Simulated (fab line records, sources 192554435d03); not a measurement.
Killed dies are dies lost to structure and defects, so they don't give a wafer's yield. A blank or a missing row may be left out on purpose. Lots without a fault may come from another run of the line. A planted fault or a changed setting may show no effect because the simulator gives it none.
Which tool did it? | flow n5_finfet | 24 lots, 72 wafers sampled, at 6 steps of a route of 1938

WHAT THE GAUGES READ, wafer by wafer
N5_BEOL_M12_INSPECT_12: inspects for defects (macro). Usual: raw_defect_count 2.1, standard deviation 1.5.
lot  | measured     | on                | raw_defect_count | flag
L074 | day 10 09:27 | defect_inspect-02 | 1 1 2            |
L075 | day 10 17:10 | defect_inspect-02 | 4 1 2            |
L076 | day 10 23:35 | defect_inspect-02 | 2 3 5            |
L078 | day 11 14:26 | defect_inspect-01 | 0 3 1            |
L077 | day 11 15:20 | defect_inspect-02 | 5 4 1            |
L080 | day 12 02:23 | defect_inspect-01 | 5 1 6            |
L079 | day 12 07:21 | defect_inspect-02 | 2 0 1            |
L081 | day 12 12:42 | defect_inspect-01 | 1 3 6            |
L083 | day 13 01:41 | defect_inspect-01 | 1 2 1            |
L082 | day 13 01:10 | defect_inspect-02 | 3 2 0            |
L086 | day 13 14:49 | defect_inspect-01 | 1 3 1            |
L084 | day 13 15:05 | defect_inspect-02 | 2 3 2            |
L087 | day 13 18:22 | defect_inspect-02 | 2 3 5            |
L085 | day 13 23:41 | defect_inspect-01 | 3 0 4            |
L088 | day 14 03:13 | defect_inspect-01 | 2 5 1            |
L090 | day 14 20:02 | defect_inspect-02 | 0 1 1            |
L089 | day 14 20:18 | defect_inspect-02 | 3 2 1            |
L091 | day 14 22:51 | defect_inspect-01 | 3 1 4            |
L092 | day 15 10:59 | defect_inspect-02 | 0 1 2            |
L095 | day 15 22:20 | defect_inspect-01 | 3 2 3            |
L093 | day 15 22:26 | defect_inspect-02 | 2 1 1            |
L097 | day 16 09:23 | defect_inspect-02 | 1 1 5            |
L094 | day 16 09:46 | defect_inspect-02 | 5 1 3            |
L096 | day 16 18:25 | defect_inspect-02 | 4 3 1            |

N5_BEOL_M13_THK_MEAS_01. Usual: M13_ILD_THK 836 nm, standard deviation 11.
lot  | measured     | on            | M13_ILD_THK (nm) | flag
L074 | day 10 16:20 | film_metro-02 | 831 837 850      |
L075 | day 10 23:03 | film_metro-02 | 825 815 824      |
L076 | day 11 07:02 | film_metro-02 | 815 812 822      |
L078 | day 11 18:31 | film_metro-02 | 831 847 854      |
L077 | day 11 22:11 | film_metro-01 | 830 838 836      |
L080 | day 12 06:47 | film_metro-02 | 835 841 834      |
L079 | day 12 12:20 | film_metro-01 | 845 858 837      |
L081 | day 12 16:13 | film_metro-01 | 825 842 831      |
L083 | day 13 08:10 | film_metro-02 | 816 833 845      |
L082 | day 13 07:53 | film_metro-02 | 812 831 836      |
L086 | day 13 22:25 | film_metro-02 | 811 822 835      |
L084 | day 13 22:06 | film_metro-02 | 826 853 848      |
L087 | day 13 23:35 | film_metro-01 | 823 840 843      |
L085 | day 14 03:35 | film_metro-01 | 821 827 844      |
L088 | day 14 12:41 | film_metro-01 | 827 837 836      |
L090 | day 15 03:29 | film_metro-02 | 825 824 833      |
L089 | day 15 03:56 | film_metro-01 | 838 849 848      |
L091 | day 15 04:13 | film_metro-02 | 842 858 834      |
L092 | day 15 16:36 | film_metro-02 | 832 849 838      |
L095 | day 16 12:11 | film_metro-01 | 827 831 842      |
L093 | day 16 10:54 | film_metro-02 | 837 833 839      |
L097 | day 16 15:57 | film_metro-01 | 837 831 843      |
L094 | day 16 15:37 | film_metro-01 | 839 829 844      |
L096 | day 17 02:10 | film_metro-02 | 826 832 852      |

WHICH TOOL RAN EACH LOT (tool, then ch and the chambers of the sampled wafers, then the start)
lot  | N5_BEOL_M11_ETCH_41                           | N5_BEOL_M11_PRE_CLEAN_45     | N5_BEOL_M11_SURFACE_TREAT_76 | N5_BEOL_M12_CMP_49
L074 | rie_diel-02 ch 0,1,2, day 10 06:34 or earlier | pvd_sputter-02, day 10 06:34 | pvd_sputter-02, day 10 07:05 | cmp-02 ch 0,1,3, day 10 15:42
L075 | rie_diel-02 ch 0,3, day 10 14:35 or earlier   | pvd_sputter-03, day 10 14:35 | pvd_sputter-02, day 10 15:28 | cmp-04 ch 0,2, day 10 22:25
L076 | rie_diel-01 ch 0,1,3, day 10 20:56 or earlier | pvd_sputter-01, day 10 20:56 | pvd_sputter-01, day 10 21:23 | cmp-01 ch 0,2, day 11 06:25
L078 | rie_diel-05 ch 0,1,3, day 11 12:05 or earlier | pvd_sputter-03, day 11 12:05 | pvd_sputter-03, day 11 12:29 | cmp-04 ch 2,3, day 11 17:53
L077 | rie_diel-01 ch 0,1,3, day 11 12:34 or earlier | pvd_sputter-03, day 11 12:34 | pvd_sputter-03, day 11 13:19 | cmp-02 ch 0,1,3, day 11 21:32
L080 | rie_diel-01 ch 1,2,3, day 12 00:14 or earlier | pvd_sputter-01, day 12 00:14 | pvd_sputter-03, day 12 00:37 | cmp-02 ch 0,2, day 12 06:10
L079 | rie_diel-02 ch 0,1,2, day 12 04:50 or earlier | pvd_sputter-03, day 12 04:50 | pvd_sputter-03, day 12 05:12 | cmp-04 ch 0,2,3, day 12 11:43
L081 | rie_diel-05 ch 0,1,3, day 12 08:38 or earlier | pvd_sputter-01, day 12 08:38 | pvd_sputter-01, day 12 10:50 | cmp-04 ch 0,1,3, day 12 15:35
L083 | rie_diel-05 ch 0,1,3, day 12 23:22 or earlier | pvd_sputter-02, day 12 23:22 | pvd_sputter-01, day 12 23:45 | cmp-04 ch 0,1,3, day 13 07:37
L082 | rie_diel-02 ch 1,2, day 12 22:37 or earlier   | pvd_sputter-02, day 12 22:37 | pvd_sputter-02, day 12 23:01 | cmp-04 ch 0,1,2, day 13 07:20
L086 | rie_diel-02 ch 0,2,3, day 13 12:38 or earlier | pvd_sputter-03, day 13 12:38 | pvd_sputter-03, day 13 13:02 | cmp-02 ch 0,2,3, day 13 21:47
L084 | rie_diel-05 ch 0,1,2, day 13 12:43 or earlier | pvd_sputter-03, day 13 12:43 | pvd_sputter-03, day 13 13:10 | cmp-01 ch 2,3, day 13 21:30
L087 | rie_diel-01 ch 0,1,3, day 13 15:20 or earlier | pvd_sputter-01, day 13 15:20 | pvd_sputter-01, day 13 15:56 | cmp-04 ch 0,1,2, day 13 22:57
L085 | rie_diel-01 ch 1,2,3, day 13 21:08 or earlier | pvd_sputter-02, day 13 21:08 | pvd_sputter-03, day 13 21:37 | cmp-02 ch 1,2,3, day 14 03:00
L088 | rie_diel-05 ch 2,3, day 13 22:20 or earlier   | pvd_sputter-03, day 13 22:20 | pvd_sputter-01, day 14 01:11 | cmp-01 ch 0,1, day 14 12:03
L090 | rie_diel-02 ch 0,1,2, day 14 17:32 or earlier | pvd_sputter-01, day 14 17:32 | pvd_sputter-01, day 14 17:57 | cmp-04 ch 0,1,3, day 15 02:48
L089 | rie_diel-01 ch 2,3, day 14 17:47 or earlier   | pvd_sputter-03, day 14 17:47 | pvd_sputter-03, day 14 18:11 | cmp-02 ch 1,2, day 15 03:15
L091 | rie_diel-02 ch 1,2,3, day 14 20:25 or earlier | pvd_sputter-01, day 14 20:25 | pvd_sputter-03, day 14 20:49 | cmp-02 ch 1,2,3, day 15 03:37
L092 | rie_diel-02 ch 0,2,3, day 15 08:33 or earlier | pvd_sputter-03, day 15 08:33 | pvd_sputter-03, day 15 08:59 | cmp-02 ch 0,2,3, day 15 15:57
L095 | rie_diel-05 ch 2,3, day 15 19:38 or earlier   | pvd_sputter-03, day 15 19:38 | pvd_sputter-01, day 15 20:15 | cmp-01 ch 1,2,3, day 16 11:35
L093 | rie_diel-02 ch 0,1, day 15 19:45 or earlier   | pvd_sputter-03, day 15 19:45 | pvd_sputter-01, day 15 20:20 | cmp-01 ch 2,3, day 16 10:16
L097 | rie_diel-01 ch 0,2, day 16 05:05 or earlier   | pvd_sputter-03, day 16 05:05 | pvd_sputter-03, day 16 05:44 | cmp-04 ch 0,1, day 16 15:19
L094 | rie_diel-05 ch 0,1,2, day 16 05:21 or earlier | pvd_sputter-03, day 16 05:21 | pvd_sputter-03, day 16 05:58 | cmp-01 ch 0,2,3, day 16 14:59
L096 | rie_diel-02 ch 1,2, day 16 16:14 or earlier   | pvd_sputter-01, day 16 16:14 | pvd_sputter-03, day 16 16:36 | cmp-04 ch 1,2,3, day 17 01:36
- N5_BEOL_M11_ETCH_41: etches SiCN in CH3F/O2, target depth 42.6 nm, time 86 s.
- N5_BEOL_M11_PRE_CLEAN_45: time 30 s.
- N5_BEOL_M11_SURFACE_TREAT_76
- N5_BEOL_M12_CMP_49: polishes, stops on SiOC, t overpolish 20.6 s, target thk 320 nm.

WHAT THE TOOLS THEMSELVES READ (means of the sampled wafers that have a number; where no wafer has one, the mark that the record gives instead)
N5_BEOL_M11_ETCH_41. Usual: chamber_pressure_mTorr 30.000 mTorr, standard deviation 0.028; drypump_motor_current_A 5.7 A, standard deviation 0.45; oes_product_au 0.74 a.u., standard deviation 0.071; rf_vpp_V 297.2 V, standard deviation 1.7; showerhead_plenum_p_Torr 2.00 Torr, standard deviation 0.072; throttle_valve_pct 16.41 %, standard deviation 0.19.
lot  | tool        | chamber_pressure_mTorr (mTorr) | drypump_motor_current_A (A) | oes_product_au (a.u.) | rf_vpp_V (V) | showerhead_plenum_p_Torr (Torr) | throttle_valve_pct (%) | flag
L074 | rie_diel-02 | 29.973                         | 5.6                         | 0.72                  | 297.0        | 2.01                            | 16.30                  |
L075 | rie_diel-02 | 29.999                         | 5.8                         | 0.70                  | 296.0        | 1.93                            | 16.36                  |
L076 | rie_diel-01 | 30.000                         | 5.8                         | 0.77                  | 295.2        | 1.95                            | 16.35                  |
L078 | rie_diel-05 | 30.001                         | 5.7                         | 0.74                  | 297.6        | 2.02                            | 16.55                  |
L077 | rie_diel-01 | 29.993                         | 5.8                         | 0.77                  | 296.7        | 1.95                            | 16.36                  |
L080 | rie_diel-01 | 30.020                         | 5.8                         | 0.75                  | 296.0        | 2.00                            | 16.39                  |
L079 | rie_diel-02 | 29.984                         | 5.6                         | 0.71                  | 298.3        | 2.01                            | 16.32                  |
L081 | rie_diel-05 | 30.002                         | 5.7                         | 0.73                  | 298.3        | 2.02                            | 16.55                  |
L083 | rie_diel-05 | 29.998                         | 5.7                         | 0.73                  | 297.3        | 2.02                            | 16.57                  |
L082 | rie_diel-02 | 30.008                         | 5.4                         | 0.70                  | 297.5        | 2.00                            | 16.32                  |
L086 | rie_diel-02 | 30.014                         | 5.5                         | 0.70                  | 296.5        | 1.95                            | 16.34                  |
L084 | rie_diel-05 | 29.993                         | 5.7                         | 0.73                  | 297.4        | 2.02                            | 16.57                  |
L087 | rie_diel-01 | 30.005                         | 5.8                         | 0.76                  | 296.9        | 1.94                            | 16.39                  |
L085 | rie_diel-01 | 30.006                         | 5.8                         | 0.74                  | 297.8        | 1.99                            | 16.40                  |
L088 | rie_diel-05 | 30.022                         | 5.6                         | 0.87                  | 298.4        | 2.06                            | 16.18                  |
L090 | rie_diel-02 | 29.986                         | 5.6                         | 0.71                  | 298.1        | 2.00                            | 16.35                  |
L089 | rie_diel-01 | 29.999                         | 5.3                         | 0.69                  | 295.3        | 1.95                            | 16.52                  |
L091 | rie_diel-02 | 30.006                         | 5.7                         | 0.68                  | 296.5        | 1.97                            | 16.41                  |
L092 | rie_diel-02 | 29.995                         | 5.5                         | 0.68                  | 296.7        | 1.94                            | 16.36                  |
L095 | rie_diel-05 | 29.997                         | 5.6                         | 0.91                  | 298.0        | 2.05                            | 16.04                  |
L093 | rie_diel-02 | 29.993                         | 6.0                         | 0.69                  | 297.9        | 2.03                            | 16.42                  |
L097 | rie_diel-01 | 29.981                         | 6.0                         | 0.71                  | 295.4        | 1.95                            | 16.62                  |
L094 | rie_diel-05 | 29.959                         | 5.7                         | 0.79                  | 296.9        | 2.02                            | 16.43                  |
L096 | rie_diel-02 | 30.007                         | 5.8                         | 0.70                  | 298.3        | 2.03                            | 16.44                  |

N5_BEOL_M11_PRE_CLEAN_45. Usual: heater_power_w 335 W, standard deviation 44.
lot  | tool           | heater_power_w (W) | flag
L074 | pvd_sputter-02 | 348                |
L075 | pvd_sputter-03 | 351                |
L076 | pvd_sputter-01 | 322                |
L078 | pvd_sputter-03 | 288                |
L077 | pvd_sputter-03 | 364                |
L080 | pvd_sputter-01 | 359                |
L079 | pvd_sputter-03 | 361                |
L081 | pvd_sputter-01 | 327                |
L083 | pvd_sputter-02 | 293                |
L082 | pvd_sputter-02 | 348                |
L086 | pvd_sputter-03 | 345                |
L084 | pvd_sputter-03 | 331                |
L087 | pvd_sputter-01 | 331                |
L085 | pvd_sputter-02 | 310                |
L088 | pvd_sputter-03 | 344                |
L090 | pvd_sputter-01 | 332                |
L089 | pvd_sputter-03 | 341                |
L091 | pvd_sputter-01 | 344                |
L092 | pvd_sputter-03 | 344                |
L095 | pvd_sputter-03 | 364                |
L093 | pvd_sputter-03 | 366                |
L097 | pvd_sputter-03 | 323                |
L094 | pvd_sputter-03 | 303                |
L096 | pvd_sputter-01 | 332                |

N5_BEOL_M12_CMP_49. Usual: barrier_field_endpoint_s 30.1 s, standard deviation 0.78; edge_zone_pressure_frac 1.000, standard deviation 0.0053; head_pressure_psi 0.9999 psi, standard deviation 0.0023; motor_current_A 5.9 A, standard deviation 0.76; overpolish_run_s 20.599 s, standard deviation 0.0097; pad_life_wafers 972, standard deviation 540; slurry_filter_dp_kPa 13.51 kPa, standard deviation 0.14.
lot  | tool   | barrier_field_endpoint_s (s) | edge_zone_pressure_frac | head_pressure_psi (psi) | motor_current_A (A) | overpolish_run_s (s) | pad_life_wafers | slurry_filter_dp_kPa (kPa) | flag
L074 | cmp-02 | 28.9                         | 0.998                   | 1.0014                  | 5.9                 | 20.596               | 751             | 13.45                      |
L075 | cmp-04 | 30.3                         | 1.003                   | 0.9999                  | 5.8                 | 20.596               | 2173            | 13.50                      |
L076 | cmp-01 | 29.5                         | 1.000                   | 0.9972                  | 5.1                 | 20.600               | 193             | 13.38                      |
L078 | cmp-04 | 30.5                         | 1.003                   | 1.0002                  | 5.2                 | 20.598               | 109             | 13.58                      |
L077 | cmp-02 | 29.2                         | 0.999                   | 1.0018                  | 5.7                 | 20.601               | 967             | 13.49                      |
L080 | cmp-02 | 29.5                         | 1.001                   | 0.9978                  | 5.8                 | 20.604               | 1027            | 13.62                      |
L079 | cmp-04 | 30.8                         | 1.001                   | 1.0006                  | 5.7                 | 20.599               | 241             | 13.54                      |
L081 | cmp-04 | 29.8                         | 0.999                   | 1.0001                  | 5.7                 | 20.589               | 271             | 13.64                      |
L083 | cmp-04 | 29.8                         | 1.004                   | 0.9984                  | 5.7                 | 20.589               | 392             | 13.55                      |
L082 | cmp-04 | 29.8                         | 0.997                   | 1.0009                  | 6.5                 | 20.598               | 386             | 13.60                      |
L086 | cmp-02 | 29.3                         | 1.001                   | 0.9999                  | 5.9                 | 20.597               | 1381            | 13.58                      |
L084 | cmp-01 | 30.5                         | 0.997                   | 0.9991                  | 6.4                 | 20.601               | 745             | 13.46                      |
L087 | cmp-04 | 30.2                         | 1.002                   | 1.0003                  | 6.2                 | 20.613               | 536             | 13.52                      |
L085 | cmp-02 | 29.2                         | 0.999                   | 1.0012                  | 6.2                 | 20.608               | 1418            | 13.43                      |
L088 | cmp-01 | 29.6                         | 0.997                   | 0.9993                  | 5.6                 | 20.593               | 858             | 13.62                      |
L090 | cmp-04 | 29.2                         | 0.997                   | 0.9998                  | 5.7                 | 20.598               | 775             | 13.46                      |
L089 | cmp-02 | 30.6                         | 0.998                   | 0.9990                  | 6.2                 | 20.594               | 1662            | 13.51                      |
L091 | cmp-02 | 30.1                         | 0.999                   | 0.9992                  | 6.0                 | 20.599               | 1670            | 13.36                      |
L092 | cmp-02 | 30.2                         | 1.001                   | 0.9994                  | 5.7                 | 20.605               | 1766            | 13.47                      |
L095 | cmp-01 | 31.2                         | 1.002                   | 1.0002                  | 6.4                 | 20.608               | 1268            | 13.53                      |
L093 | cmp-01 | 31.5                         | 1.000                   | 0.9985                  | 6.0                 | 20.597               | 1256            | 13.45                      |
L097 | cmp-04 | 31.1                         | 1.000                   | 0.9999                  | 6.3                 | 20.604               | 1050            | 13.42                      |
L094 | cmp-01 | 31.1                         | 1.002                   | 1.0018                  | 5.9                 | 20.597               | 1291            | 13.42                      |
L096 | cmp-04 | 30.3                         | 1.002                   | 0.9995                  | 6.1                 | 20.598               | 1142            | 13.48                      |

THE ANSWER, worked out from the rows above alone
Rule: a lot is off if the mean of its wafers that have a number lies more than 3 standard deviations from the usual mean. A lot without any number at a reading at which 4 lots or more have one is off too. The other lots that the step has rows for count as sound. The gauges are gone through in route order, then the tools' own readings, and for those a lot's mean is taken as printed above. The first step at which some lot is off is used, and at that step the reading that is off furthest; a lot without a number counts as furthest.
No lot is off at any reading shown: from this, nothing can be told.

WHAT THE SIMULATOR HAD PUT IN
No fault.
